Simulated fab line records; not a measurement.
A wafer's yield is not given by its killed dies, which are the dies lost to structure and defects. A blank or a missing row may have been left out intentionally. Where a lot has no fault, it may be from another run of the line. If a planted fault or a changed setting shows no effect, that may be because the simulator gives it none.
fab line records	flow nand_harc
record lots=6	wafers=18	last_day=34
route steps=1302 shown THIN_TSV@1262 END@1301
lots that met no fault: taken from a fault-free run of the same line
start_h: hours from the record's opening day to when the first of the lot's shown wafers began	wait_h: hours elapsed since this lot's preceding step	" unchanged from the row above	L1.1+2: one row covering several wafers at once	- no value, or no start was given	* or withheld: withheld	< > ~ a bound
route shown NAME@n: names a module that has steps shown in the file, with the first one's number in the route	usual: mean and standard deviation over wafers with no fault	same: alike in all rows	chamber/n: place in a boat	sites: each site's reading	_std_site: their standard deviation	_edge_site: outer sites' mean less inner sites'	radius_mm: how far each site lies from the wafer's centre	mask NAME#n: copy n	behind: tool/chamber where the wafer was last shaped	hold: the reason the lot was held/the length of the hold in hours/how it ended	device: which transistor (n, p or np) failed to switch	end of line: the route-end tests of the same wafers	step lacking rows: just its recipe	killed: at the first sort, the dies lost to defects and structure; wafer yield is something else	map: a wafer's dies, marking killed ones x, the rest . and places with no die _
set.NAME: setting as actually run; set.NAME@STEP: the setting as run at that earlier step	model.NAME: the simulator's own value behind a step, which no gauge read
lots at some steps of the route; a table a step, a row a wafer
services: when a tool's chamber went out of use (start_h, in hours from the record's first day, below 0 if earlier), for how many hours, and the reason
## steps
# step NHARC_THIN_TSV_ETCH_44
# recipe target_depth_a=15942	time_s=797.1	cf4_flow_sccm=150	o2_flow_sccm=10	ar_flow_sccm=0	rf_w=300	bias_w=800	chemistry=CF4/O2
# step NHARC_THIN_TSV_ETCH_15
# recipe target_depth_a=30000	bosch_target_overetch_cycles=2	bosch_etch_step_s=2.8	bosch_dep_step_s=1.2	bosch_cycles=14
# step NHARC_THIN_TSV_CD_MEAS_16
# usual cd_nm=999.0/2
lot.wafer	tool	chamber	start_h	wait_h	cd_nm
L573.1	cd_sem-01	-	579.42	0.1	996.1
L573.5	"	-	"	"	996.9
L573.6	"	-	"	"	998.1
L574.1	cd_sem-03	-	614.24	0.1	997.5
L574.5	"	-	"	"	996.6
L574.6	"	-	"	"	997.4
L583.2	cd_sem-02	-	679.99	0.1	998.4
L583.3	"	-	"	"	1001.4
L583.4	"	-	"	"	1001.1
L585.2	cd_sem-01	-	695.25	0.1	1001.0
L585.3	"	-	"	"	1000.9
L585.5	"	-	"	"	1001.8
L584.2	cd_sem-02	-	696.52	0.1	999.4
L584.3	"	-	"	"	1001.2
L584.6	"	-	"	"	997.3
L592.1	cd_sem-02	-	798.92	0.1	998.6
L592.4	"	-	"	"	1000.1
L592.6	"	-	"	"	999.0
# step NHARC_THIN_TSV_STRIP_45
# recipe power_w=1500	temp_c=250	chemistry=O2
# step NHARC_THIN_TSV_STRIP_46
# recipe time_s=1200	temp_c=72.5	chemistry=post_etch_residue_remover
# step NHARC_THIN_TSV_DEP_47
# recipe target_thk_a=2000	temp_c=withheld	pressure_torr=6.5	rf_w=900	teos_flow_sccm=161.4	flow_sccm=2650	target_thk_nm=200	gas=O2	material=SiO2
# usual throttle_valve_pct=15.9/0.52
lot.wafer	tool	chamber	start_h	wait_h	throttle_valve_pct
L573.1	pecvd-04	1	580.50	-	16.7
L573.5	"	1	"	"	16.4
L573.6	"	0	"	"	15.2
L574.1	pecvd-02	2	615.11	-	15.9
L574.5	"	0	"	"	16.2
L574.6	"	1	"	"	16.3
L583.2	pecvd-02	0	680.86	-	16.0
L583.3	"	2	"	"	16.0
L583.4	"	2	"	"	15.8
L585.3	pecvd-02	1	696.22	-	16.4
L585.2	"	2	"	"	15.9
L585.5	"	2	"	"	16.3
L584.2	pecvd-01	1	697.43	-	14.6
L584.3	"	2	"	"	15.5
L584.6	"	2	"	"	15.5
L592.1	pecvd-02	2	799.91	-	15.8
L592.6	"	1	"	"	16.2
L592.4	"	2	"	"	15.9
# step NHARC_THIN_TSV_ETCHBACK_48
# recipe target_depth_a=10285	over_etch_frac=0.3	time_s=405.17	ion_energy_ev=250	c4f8_flow_sccm=withheld	ar_flow_sccm=withheld	rf_w=600	bias_w=300	chemistry=C4F8/Ar
# usual oes_product_au=0.95/0.032	rf_vpp_V=547/3
lot.wafer	tool	chamber	start_h	wait_h	oes_product_au	rf_hours_counter_h	rf_vpp_V
L573.1	rie_diel-06	1	580.99	-	0.93	6	550
L573.6	"	3	"	"	0.98	-	545
L573.5	"	0	"	"	0.95	-	545
L574.1	rie_diel-03	3	615.58	-	0.93	8	551
L574.5	"	1	"	"	0.92	-	550
L574.6	"	2	"	"	0.94	-	547
L583.4	rie_diel-06	3	681.26	-	0.99	1	544
L583.2	"	1	"	"	1.01	1	551
L583.3	"	2	"	"	1.01	0	550
L585.2	rie_diel-01	3	696.66	-	0.93	8	545
L585.3	"	0	"	"	0.92	8	552
L585.5	"	3	"	"	0.92	-	544
L584.2	rie_diel-01	2	697.86	-	0.92	8	548
L584.3	"	3	"	"	0.92	9	545
L584.6	"	1	"	"	0.93	-	547
L592.1	rie_diel-01	3	800.26	-	0.99	4	544
L592.4	"	1	"	"	0.98	3	546
L592.6	"	3	"	"	0.99	-	542
# step NHARC_THIN_TSV_STRIP_62
# recipe power_w=1500	temp_c=250	time_s=20	chemistry=N2/H2
# step NHARC_THIN_TSV_DEGAS_49
# recipe temp_c=300	time_s=120
# step NHARC_THIN_TSV_PRE_CLEAN_50
# recipe time_s=30	temp_c=280	gas=H2/He
# usual heater_power_w=417/40	susceptor_temp_C=280.03/0.17
lot.wafer	tool	chamber	start_h	wait_h	heater_power_w	susceptor_temp_C
L573.1	pvd_sputter-02	-	-	-	472	280.06
L573.6	"	-	"	"	468	280.29
L573.5	"	-	"	"	382	279.96
L574.1	pvd_sputter-01	-	-	-	418	279.70
L574.6	"	-	"	"	457	280.37
L574.5	"	-	"	"	417	280.02
L583.4	pvd_sputter-02	-	-	-	461	279.91
L583.3	"	-	"	"	391	280.05
L583.2	"	-	"	"	406	280.02
L585.3	pvd_sputter-03	-	-	-	399	279.93
L585.2	"	-	"	"	501	279.96
L585.5	"	-	"	"	398	280.22
L584.2	pvd_sputter-02	-	-	-	466	280.22
L584.3	"	-	"	"	365	280.05
L584.6	"	-	"	"	484	279.88
L592.4	pvd_sputter-02	-	-	-	403	280.18
L592.1	"	-	"	"	467	279.87
L592.6	"	-	"	"	406	280.00
# step NHARC_THIN_TSV_PVD_19
# recipe target_thk_a=200	chamber_pressure_pa=5	material=TaN
# step NHARC_THIN_TSV_PVD_51
# recipe target_thk_a=1000	chamber_pressure_pa=5	material=Cu
# step NHARC_THIN_TSV_ECD_20
# recipe target_thk_a=20000	material=Cu
lot.wafer	tool	chamber	start_h	wait_h
L573.1+5+6	ecd_cu-02	1,1,0	581.96	-
L574.1+5+6	ecd_cu-01	1,1,0	616.49	-
L583.2+3+4	ecd_cu-02	1,0,1	682.44	-
L585.2+3+5	ecd_cu-02	1,0,0	697.72	-
L584.2+3+6	ecd_cu-02	0,0,1	698.76	-
L592.1+4+6	ecd_cu-02	0	801.21	-
# step NHARC_THIN_TSV_ANNEAL_52
# recipe temp_c=225	time_s=90
# step NHARC_THIN_TSV_CMP_21
# recipe t_overpolish_s=30	target_thk_nm=2000
# usual motor_current_A=11.8/1.1	overpolish_run_s=30.001/0.0086
lot.wafer	tool	chamber	start_h	wait_h	motor_current_A	overpolish_run_s
L573.1	cmp-04	2	583.13	-	11.0	29.994
L573.6	"	3	"	"	10.9	29.983
L573.5	"	0	"	"	11.9	29.984
L574.1	cmp-01	0	617.62	-	12.9	29.990
L574.6	"	2	"	"	11.5	30.002
L574.5	"	3	"	"	10.4	30.012
L583.3	cmp-04	1	683.41	-	12.8	29.989
L583.2	"	2	"	"	11.3	30.012
L583.4	"	0	"	"	11.6	29.999
L585.3	cmp-04	3	698.72	-	10.9	30.005
L585.2	"	0	"	"	11.4	29.998
L585.5	"	3	"	"	10.5	30.001
L584.3	cmp-01	0	699.89	-	13.0	30.012
L584.2	"	1	"	"	12.3	30.012
L584.6	"	2	"	"	12.0	29.993
L592.1	cmp-03	2	802.53	-	11.7	30.003
L592.4	"	3	"	"	11.9	30.014
L592.6	"	2	"	"	11.4	30.001
# step NHARC_THIN_TSV_SRD_23
# step NHARC_THIN_TSV_DEGAS_53
# recipe temp_c=300	time_s=60
# step NHARC_THIN_TSV_PRE_CLEAN_54
# recipe time_s=30	temp_c=280	gas=H2/He
# step NHARC_THIN_TSV_PVD_55
# recipe target_thk_a=500	material=TiN
# step NHARC_THIN_TSV_PVD_24
# recipe target_thk_a=8000	power_w=withheld	chamber_pressure_pa=withheld	substrate_temp_c=withheld	time_s=withheld	gas=Ar	material=Al
# step NHARC_THIN_TSV_DEHYDRATE_25
# recipe temp_c=150	time_s=120
# step NHARC_THIN_TSV_HMDS_26
# recipe time_s=30
# step NHARC_THIN_TSV_COAT_27
# recipe spin_rpm=*
# step NHARC_THIN_TSV_SOFTBAKE_28
# recipe temp_c=122	time_s=95
# step NHARC_THIN_TSV_EBR_29
# step NHARC_THIN_TSV_EXPOSE_30
# recipe na=0.55	dose_mj=11.47	mask_id=PAD
# step NHARC_THIN_TSV_PEB_31
# recipe peb_temp_c=118	peb_time_s=85
# step NHARC_THIN_TSV_DEVELOP_32
# recipe time_s=70
# step NHARC_THIN_TSV_CD_MEAS_33
# recipe target_cd_nm=5000	landing_energy_ev=500
# usual cd_nm=4999.6/1.9
lot.wafer	tool	chamber	start_h	wait_h	cd_nm
L573.1	cd_sem-02	0	584.51	-	4997.2
L573.5	"	0	"	"	4999.2
L573.6	"	0	"	"	4999.0
L574.1	cd_sem-02	0	619.04	-	4997.9
L574.5	"	0	"	"	5000.2
L574.6	"	0	"	"	4997.9
L583.2	cd_sem-03	0	685.01	-	5002.2
L583.3	"	0	"	"	4998.9
L583.4	"	0	"	"	5002.1
L585.2	cd_sem-02	0	700.17	-	4999.1
L585.3	"	0	"	"	4999.0
L585.5	"	0	"	"	4999.0
L584.2	cd_sem-02	0	701.31	-	4997.5
L584.3	"	0	"	"	5000.3
L584.6	"	0	"	"	5000.0
L592.1	cd_sem-01	0	804.10	-	5001.1
L592.4	"	0	"	"	4998.9
L592.6	"	0	"	"	5001.7
# step NHARC_THIN_TSV_HARDBAKE_34
# recipe temp_c=125	time_s=80
# step NHARC_THIN_TSV_DESCUM_35
# recipe time_s=3	o2_flow_sccm=200	ar_flow_sccm=0	bias_power_w=0	chemistry=O2
# step NHARC_THIN_TSV_ETCH_59
# recipe target_depth_a=8800	icp_w=900	bias_w=100	Cl2_flow_sccm=60	bcl3_flow_sccm=30	time_s=138.1	chemistry=Cl2/BCl3
# step NHARC_THIN_TSV_ETCH_36
# recipe target_depth_a=650	over_etch_frac=0.3	time_s=18.571	ion_energy_ev=150	chemistry=Cl2/BCl3
# step NHARC_THIN_TSV_STRIP_56
# recipe power_w=1500	temp_c=250	chemistry=O2
# usual drypump_motor_current_A=6.1/0.6	heater_power_w=356/35
lot.wafer	tool	chamber	start_h	wait_h	drypump_motor_current_A	heater_power_w	rf_hours_counter_h
L573.1	plasma_asher-01	1	585.20	0.1	6.5	386	12
L573.6	"	0	"	"	6.7	379	-
L573.5	"	1	"	"	6.4	400	-
L574.1	plasma_asher-01	0	619.73	0.1	6.7	375	18
L574.6	"	1	"	"	6.4	398	-
L574.5	"	0	"	"	6.7	360	-
L583.2	plasma_asher-02	0	685.65	0.1	5.1	356	17
L583.4	"	0	"	"	5.2	360	-
L583.3	"	1	"	"	6.3	306	-
L585.2	plasma_asher-02	1	700.86	0.1	6.3	300	20
L585.3	"	0	"	"	5.1	364	-
L585.5	"	1	"	"	6.3	295	-
L584.2	plasma_asher-02	0	702.00	0.1	5.1	354	20
L584.3	"	1	"	"	6.3	311	-
L584.6	"	0	"	"	5.1	361	-
L592.1	plasma_asher-01	1	804.74	0.1	6.4	391	21
L592.4	"	1	"	"	6.4	405	-
L592.6	"	1	"	"	6.4	391	-
# step NHARC_THIN_TSV_STRIP_57
# recipe time_s=1200	temp_c=72.5	chemistry=post_etch_residue_remover
# step NHARC_THIN_TSV_CD_MEAS_37
# usual cd_nm=4998.6/2.7
lot.wafer	tool	chamber	start_h	wait_h	cd_nm
L573.1	cd_sem-02	-	585.95	-	4994.5
L573.5	"	-	"	"	4995.8
L573.6	"	-	"	"	4998.7
L574.1	cd_sem-01	-	620.47	-	4995.2
L574.5	"	-	"	"	4997.7
L574.6	"	-	"	"	4995.7
L583.2	cd_sem-01	-	686.45	-	5002.8
L583.3	"	-	"	"	5000.1
L583.4	"	-	"	"	5003.1
L585.2	cd_sem-03	-	701.61	-	5001.0
L585.3	"	-	"	"	5000.1
L585.5	"	-	"	"	5000.4
L584.2	cd_sem-03	-	702.75	-	4995.9
L584.3	"	-	"	"	5000.3
L584.6	"	-	"	"	4997.7
L592.1	cd_sem-02	-	805.55	-	5000.2
L592.4	"	-	"	"	4999.6
L592.6	"	-	"	"	5000.5
# step NHARC_THIN_TSV_ANNEAL_58
# recipe temp_c=400	time_s=1800
# step NHARC_THIN_TSV_INSPECT_40
# usual raw_defect_count=548/83
lot.wafer	tool	chamber	start_h	wait_h	raw_defect_count
L573.1	defect_inspect-01	-	589.36	0.4	559
L573.5	"	-	"	"	636
L573.6	"	-	"	"	679
L574.1	defect_inspect-02	-	623.94	0.4	534
L574.5	"	-	"	"	509
L574.6	"	-	"	"	510
L583.2	defect_inspect-02	-	690.07	0.4	589
L583.3	"	-	"	"	623
L583.4	"	-	"	"	748
L585.2	defect_inspect-01	-	706.90	0.4	554
L585.3	"	-	"	"	571
L585.5	"	-	"	"	661
L584.2	defect_inspect-02	-	706.90	0.4	576
L584.3	"	-	"	"	461
L584.6	"	-	"	"	557
L592.1	defect_inspect-02	-	808.85	0.4	682
L592.4	"	-	"	"	539
L592.6	"	-	"	"	607
# step NHARC_END_WLT_00
# usual VT_DECK1_BOTTOM=0.873/0.0087	VT_DECK1_BOTTOM_INNER=0.872/0.0092	VT_DECK1_MEDIAN_NEAR_BOTTOM=0.874/0.0088	VT_DECK1_MEDIAN_NEAR_BOTTOM_INNER=0.874/0.0088	VT_DECK1_MIDDLE=0.886/0.0092	VT_DECK1_MIDDLE_INNER=0.886/0.0085	VT_DECK1_TOP=0.897/0.0091	VT_DECK1_TOP_INNER=0.897/0.0087	VT_DECK2_BOTTOM=0.871/0.0077	VT_DECK2_BOTTOM_INNER=0.870/0.0079	VT_DECK2_MEDIAN_NEAR_BOTTOM=0.872/0.0076	VT_DECK2_MEDIAN_NEAR_BOTTOM_INNER=0.872/0.0076	VT_DECK2_MIDDLE=0.883/0.008	VT_DECK2_MIDDLE_INNER=0.883/0.0082	VT_DECK2_TOP=0.896/0.0076	VT_DECK2_TOP_INNER=0.895/0.0085
lot.wafer	tool	chamber	start_h	wait_h	VT_DECK1_BOTTOM	VT_DECK1_BOTTOM_INNER	VT_DECK1_MEDIAN_NEAR_BOTTOM	VT_DECK1_MEDIAN_NEAR_BOTTOM_INNER	VT_DECK1_MIDDLE	VT_DECK1_MIDDLE_INNER	VT_DECK1_TOP	VT_DECK1_TOP_INNER	VT_DECK2_BOTTOM	VT_DECK2_BOTTOM_INNER	VT_DECK2_MEDIAN_NEAR_BOTTOM	VT_DECK2_MEDIAN_NEAR_BOTTOM_INNER	VT_DECK2_MIDDLE	VT_DECK2_MIDDLE_INNER	VT_DECK2_TOP	VT_DECK2_TOP_INNER
L573.1	prober-02	-	592.72	3.4	0.882	0.885	0.876	0.877	0.880	0.883	0.897	0.899	0.863	0.868	0.866	0.857	0.876	0.871	0.883	0.881
L573.5	"	-	594.73	5.4	0.869	0.875	0.873	0.879	0.876	0.889	0.891	0.893	0.866	0.859	0.859	0.860	0.860	0.868	0.885	0.882
L573.6	"	-	"	"	0.878	0.879	0.883	0.879	0.879	0.890	0.894	0.899	0.871	0.856	0.861	0.860	0.871	0.877	0.879	0.879
L574.1	prober-02	-	624.00	0.1	0.880	0.880	0.878	0.878	0.890	0.887	0.893	0.897	0.870	0.871	0.867	0.876	0.885	0.891	0.896	0.890
L574.5	"	-	626.02	2.1	0.882	0.878	0.881	0.886	0.886	0.883	0.899	0.891	0.868	0.869	0.871	0.872	0.886	0.886	0.891	0.896
L574.6	"	-	"	"	0.872	0.864	0.868	0.871	0.883	0.888	0.899	0.891	0.869	0.871	0.869	0.878	0.876	0.890	0.896	0.894
L583.2	prober-02	-	690.63	0.6	0.882	0.872	0.877	0.881	0.896	0.887	0.902	0.903	0.860	0.864	0.859	0.870	0.884	0.892	0.899	0.897
L583.3	"	-	"	"	0.879	0.877	0.885	0.879	0.888	0.879	0.899	0.896	0.878	0.868	0.870	0.867	0.889	0.882	0.895	0.904
L583.4	"	-	"	"	0.872	0.872	0.877	0.878	0.893	0.886	0.905	0.906	0.868	0.876	0.868	0.868	0.887	0.887	0.888	0.901
L585.2	prober-02	-	707.46	0.6	0.877	0.882	0.875	0.870	0.899	0.884	0.906	0.899	0.870	0.881	0.876	0.880	0.891	0.900	0.903	0.904
L584.6	prober-01	-	709.45	2.6	0.887	0.881	0.884	0.883	0.897	0.904	0.907	0.915	0.873	0.874	0.887	0.886	0.884	0.888	0.908	0.897
L592.1	prober-01	-	812.72	3.9	0.864	0.861	0.869	0.862	0.870	0.877	0.885	0.885	0.868	0.864	0.872	0.868	0.893	0.880	0.897	0.891
L592.4	"	-	814.23	5.4	0.856	0.854	0.857	0.865	0.879	0.863	0.892	0.881	0.874	0.870	0.870	0.867	0.882	0.884	0.898	0.892
L592.6	"	-	815.24	6.4	0.865	0.863	0.871	0.863	0.871	0.871	0.886	0.890	0.871	0.878	0.879	0.874	0.885	0.894	0.893	0.891
# step NHARC_END_SORT_01
# recipe temp_c=25
# usual defect_limited_yield=90.6/2.9	killed_at_array=59/20	killed_at_other=0.8/1.2	killed_at_periphery=3.5/2.2	killed_dies=63/20	killed_open=3.3/1.8	killed_short=2.6/1.7
# same gross_dies=677
lot.wafer	tool	chamber	start_h	wait_h	defect_limited_yield[%]	killed_at_array	killed_at_other	killed_at_periphery	killed_dies	killed_open	killed_short
L583.2	prober-02	0	693.95	2.8	90.7	58	0	5	63	2	2
L583.3	prober-02	0	694.75	3.1	90.0	66	0	2	68	1	5
L583.4	prober-02	0	695.55	3.4	88.3	72	1	6	79	1	6
L584.2	prober-01	0	710.76	2.8	0	38	639	0	677	3	4
L584.3	prober-01	0	711.56	3.1	0	44	632	1	677	4	3
L585.3	prober-02	0	711.57	3.1	0	63	608	6	677	5	4
L585.5	prober-02	0	713.17	3.7	0	76	595	6	677	4	2
# killed by level:class
L583.2 A_SLIT:chamber_film_flake=30 A_CHANNEL_HOLE_D2:chamber_film_flake=19 A_CONTACT:chamber_film_flake=4 A_CHANNEL_HOLE_D1:chamber_film_flake=4 P_CONTACT:geometric_particle:short=1 P_M0:geometric_particle:short=1 P_M0:geometric_particle:open=1 A_BLC:geometric_particle:open=1
L583.3 A_SLIT:chamber_film_flake=31 A_CHANNEL_HOLE_D2:chamber_film_flake=16 A_CHANNEL_HOLE_D1:chamber_film_flake=5 A_CONTACT:chamber_film_flake=5 A_ONON_D1:geometric_particle:short=2 A_WL_FILL:chamber_film_flake=2 A_DECK1_JOINT:geometric_particle:short=1 A_CHANNEL_FILL_D2:geometric_particle:short=1
L583.4 A_SLIT:chamber_film_flake=39 A_CHANNEL_HOLE_D2:chamber_film_flake=14 A_CHANNEL_HOLE_D1:chamber_film_flake=6 A_CONTACT:chamber_film_flake=6 A_ONON_D1:geometric_particle:short=2 P_CONTACT:chamber_film_flake=2 A_DECK1_JOINT:geometric_particle:short=2 P_STI:chamber_film_flake=2
L584.2 THIN_TSV:area_ecd=639 A_CHANNEL_HOLE_D1:chamber_film_flake=24 A_DECK1_JOINT:geometric_particle:short=2 A_SLIT:chamber_film_flake=2 A_CONTACT:chamber_film_flake=2 A_ONON_D1:geometric_particle:short=1 A_CHANNEL_FILL_D1:geometric_particle:open=1 A_ONON_D2:geometric_particle:short=1
L584.3 THIN_TSV:area_ecd=632 A_CHANNEL_HOLE_D1:chamber_film_flake=25 A_CONTACT:chamber_film_flake=5 A_STAIRCASE:chamber_film_flake=3 A_SLIT:chamber_film_flake=3 A_SOURCE_PLATE:geometric_particle:open=2 A_CHANNEL_FILL_D1:geometric_particle:open=1 A_DECK1_JOINT:geometric_particle:open=1
L585.3 THIN_TSV:area_ecd=608 A_SLIT:chamber_film_flake=26 A_CHANNEL_HOLE_D2:chamber_film_flake=17 A_CONTACT:chamber_film_flake=8 A_STAIRCASE:chamber_film_flake=4 A_CHANNEL_HOLE_D1:chamber_film_flake=3 A_CHANNEL_FILL_D2:geometric_particle:short=2 A_M0:geometric_particle:open=2
L585.5 THIN_TSV:area_ecd=595 A_SLIT:chamber_film_flake=28 A_CHANNEL_HOLE_D2:chamber_film_flake=23 A_CHANNEL_HOLE_D1:chamber_film_flake=9 A_STAIRCASE:chamber_film_flake=6 A_CONTACT:chamber_film_flake=5 A_M0:geometric_particle:open=3 P_M2:chamber_film_flake=3
# map L584.2 (x killed, . not)
____________x____________
_________xxxxxxx_________
_______xxxxxxxxxxx_______
______xxxxxxxxxxxxx______
_____xxxxxxxxxxxxxxx_____
____xxxxxxxxxxxxxxxxx____
____xxxxxxxxxxxxxxxxx____
___xxxxxxxxxxxxxxxxxxx___
___xxxxxxxxxxxxxxxxxxx___
__xxxxxxxxxxxxxxxxxxxxx__
__xxxxxxxxxxxxxxxxxxxxx__
_xxxxxxxxxxxxxxxxxxxxxxx_
_xxxxxxxxxxxxxxxxxxxxxxx_
_xxxxxxxxxxxxxxxxxxxxxxx_
_xxxxxxxxxxxxxxxxxxxxxxx_
_xxxxxxxxxxxxxxxxxxxxxxx_
xxxxxxxxxxxxxxxxxxxxxxxxx
xxxxxxxxxxxxxxxxxxxxxxxxx
xxxxxxxxxxxxxxxxxxxxxxxxx
xxxxxxxxxxxxxxxxxxxxxxxxx
xxxxxxxxxxxxxxxxxxxxxxxxx
_xxxxxxxxxxxxxxxxxxxxxxx_
_xxxxxxxxxxxxxxxxxxxxxxx_
_xxxxxxxxxxxxxxxxxxxxxxx_
_xxxxxxxxxxxxxxxxxxxxxxx_
_xxxxxxxxxxxxxxxxxxxxxxx_
__xxxxxxxxxxxxxxxxxxxxx__
__xxxxxxxxxxxxxxxxxxxxx__
___xxxxxxxxxxxxxxxxxxx___
___xxxxxxxxxxxxxxxxxxx___
____xxxxxxxxxxxxxxxxx____
____xxxxxxxxxxxxxxxxx____
_____xxxxxxxxxxxxxxx_____
______xxxxxxxxxxxxx______
_______xxxxxxxxxxx_______
_________xxxxxxx_________
____________x____________
# map L585.3 (x killed, . not)
____________x____________
_________xxxxxxx_________
_______xxxxxxxxxxx_______
______xxxxxxxxxxxxx______
_____xxxxxxxxxxxxxxx_____
____xxxxxxxxxxxxxxxxx____
____xxxxxxxxxxxxxxxxx____
___xxxxxxxxxxxxxxxxxxx___
___xxxxxxxxxxxxxxxxxxx___
__xxxxxxxxxxxxxxxxxxxxx__
__xxxxxxxxxxxxxxxxxxxxx__
_xxxxxxxxxxxxxxxxxxxxxxx_
_xxxxxxxxxxxxxxxxxxxxxxx_
_xxxxxxxxxxxxxxxxxxxxxxx_
_xxxxxxxxxxxxxxxxxxxxxxx_
_xxxxxxxxxxxxxxxxxxxxxxx_
xxxxxxxxxxxxxxxxxxxxxxxxx
xxxxxxxxxxxxxxxxxxxxxxxxx
xxxxxxxxxxxxxxxxxxxxxxxxx
xxxxxxxxxxxxxxxxxxxxxxxxx
xxxxxxxxxxxxxxxxxxxxxxxxx
_xxxxxxxxxxxxxxxxxxxxxxx_
_xxxxxxxxxxxxxxxxxxxxxxx_
_xxxxxxxxxxxxxxxxxxxxxxx_
_xxxxxxxxxxxxxxxxxxxxxxx_
_xxxxxxxxxxxxxxxxxxxxxxx_
__xxxxxxxxxxxxxxxxxxxxx__
__xxxxxxxxxxxxxxxxxxxxx__
___xxxxxxxxxxxxxxxxxxx___
___xxxxxxxxxxxxxxxxxxx___
____xxxxxxxxxxxxxxxxx____
____xxxxxxxxxxxxxxxxx____
_____xxxxxxxxxxxxxxx_____
______xxxxxxxxxxxxx______
_______xxxxxxxxxxx_______
_________xxxxxxx_________
____________x____________
## services
tool	chamber	start_h	hours	kind
rie_diel-01	-	557.80	9.0	pm
ecd_cu-02	-	570.11	1.8	repair
pecvd-02	-	589.00	13.0	pm
ecd_cu-02	-	596.51	8.0	pm
cmp-04	-	601.21	4.0	pm
plasma_asher-02	-	603.00	9.0	pm
cmp-04	-	623.64	0.4	repair
ecd_cu-02	-	624.80	0.4	repair
cmp-04	-	629.63	3.1	repair
pvd_sputter-02	-	639.67	10.0	pm
ecd_cu-02	-	689.39	0.4	repair
cmp-04	-	694.10	0.5	repair
plasma_asher-01	-	696.20	9.0	pm
cmp-04	-	699.21	4.0	pm
ecd_cu-02	-	701.70	0.8	repair
rie_diel-01	1	714.76	2.4	repair
cmp-04	-	717.66	2.4	repair
pecvd-02	-	720.93	0.5	repair
rie_diel-01	-	734.93	9.0	pm
cmp-04	-	748.65	4.8	repair
pvd_sputter-02	-	768.80	4.0	repair
pecvd-02	-	770.00	13.0	pm
ecd_cu-02	-	772.51	8.0	pm
plasma_asher-02	-	780.05	9.0	pm
## key
first_sign step=NHARC_END_SORT_01	reading=killed_at_other	direction=up	sigmas=99+	usual=0.8	struck=618.5
effect step=NHARC_END_SORT_01	reading=defect_limited_yield	direction=down	sigmas=31	usual=90.6	struck=0
more_kills_born_at NHARC_THIN_TSV_ECD_20@ecd_cu-02=2474
met_at NHARC_THIN_TSV_ECD_20
struck_wafers L584.2,L584.3,L585.3,L585.5
later_rows_left_out L584.2,L584.3,L585.3,L585.5
onset_between 682.44 697.72
fault kind=process_parameter_drift	tool=ecd_cu-02	chamber=0	onset_h=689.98	steps=NHARC_THIN_TSV_ECD_20	channel=target_thk_a	offset=*	shape=step	end_h=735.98	acts_in=*	stated=*
# later_rows_left_out: the simulator's readings of these wafers behind a module that went badly wrong aren't trusted and aren't shown, but for the sort
